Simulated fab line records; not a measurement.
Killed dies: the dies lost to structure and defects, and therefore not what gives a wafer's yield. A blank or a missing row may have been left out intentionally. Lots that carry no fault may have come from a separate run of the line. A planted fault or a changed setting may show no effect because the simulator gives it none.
Which tool did it? / flow n5-finfet / 6 lots, 18 wafers sampled, at 1 step of a route of 1938

## WHAT THE GAUGES SHOWED, per wafer
N5_BEOL_M13_CD_MEAS_17: the cd target is 190 nm.
lot=L916; measured=day 12 12:57; on=cd-sem-03; cd-nm (nm)=191.0 191.4 191.0
lot=L919; measured=day 13 10:40; on=cd-sem-02; cd-nm (nm)=191.4 191.2 192.2
lot=L922; measured=day 14 05:10; on=cd-sem-02; cd-nm (nm)=190.8 190.6 191.6
lot=L928; measured=day 15 13:23; on=cd-sem-02; cd-nm (nm)=190.6 191.4 189.3
lot=L932; measured=day 16 20:05; on=cd-sem-01; cd-nm (nm)=190.1 191.6 189.8
lot=L938; measured=day 18 06:38; on=cd-sem-01; cd-nm (nm)=189.1 190.3 188.1

## EACH LOT AND THE TOOL THAT RAN IT (in order: tool; ch and the chambers of the sampled wafers; start)
There is no process step in the record ahead of these readings.

## THE ANSWER, worked out from the rows above alone
Rule: the lots themselves supply what counts as usual. The widest of any qualifying gaps counts: lots, ordered by their means at a reading, are off when they make up no more than a third of the lots, leave a main group of 4 or more, and stand apart from it by 3 or more times the standard deviation of that group's means. A main group whose means are all the same, to the digits that the tables above print for the reading, isn't used. A lot without any number at a reading at which 4 lots or more have one is off too. Where the step has rows for the other lots, those lots are counted as sound.
Across all readings shown, no lot is off: no conclusion can be drawn from this.

## WHAT THE SIMULATOR PUT IN
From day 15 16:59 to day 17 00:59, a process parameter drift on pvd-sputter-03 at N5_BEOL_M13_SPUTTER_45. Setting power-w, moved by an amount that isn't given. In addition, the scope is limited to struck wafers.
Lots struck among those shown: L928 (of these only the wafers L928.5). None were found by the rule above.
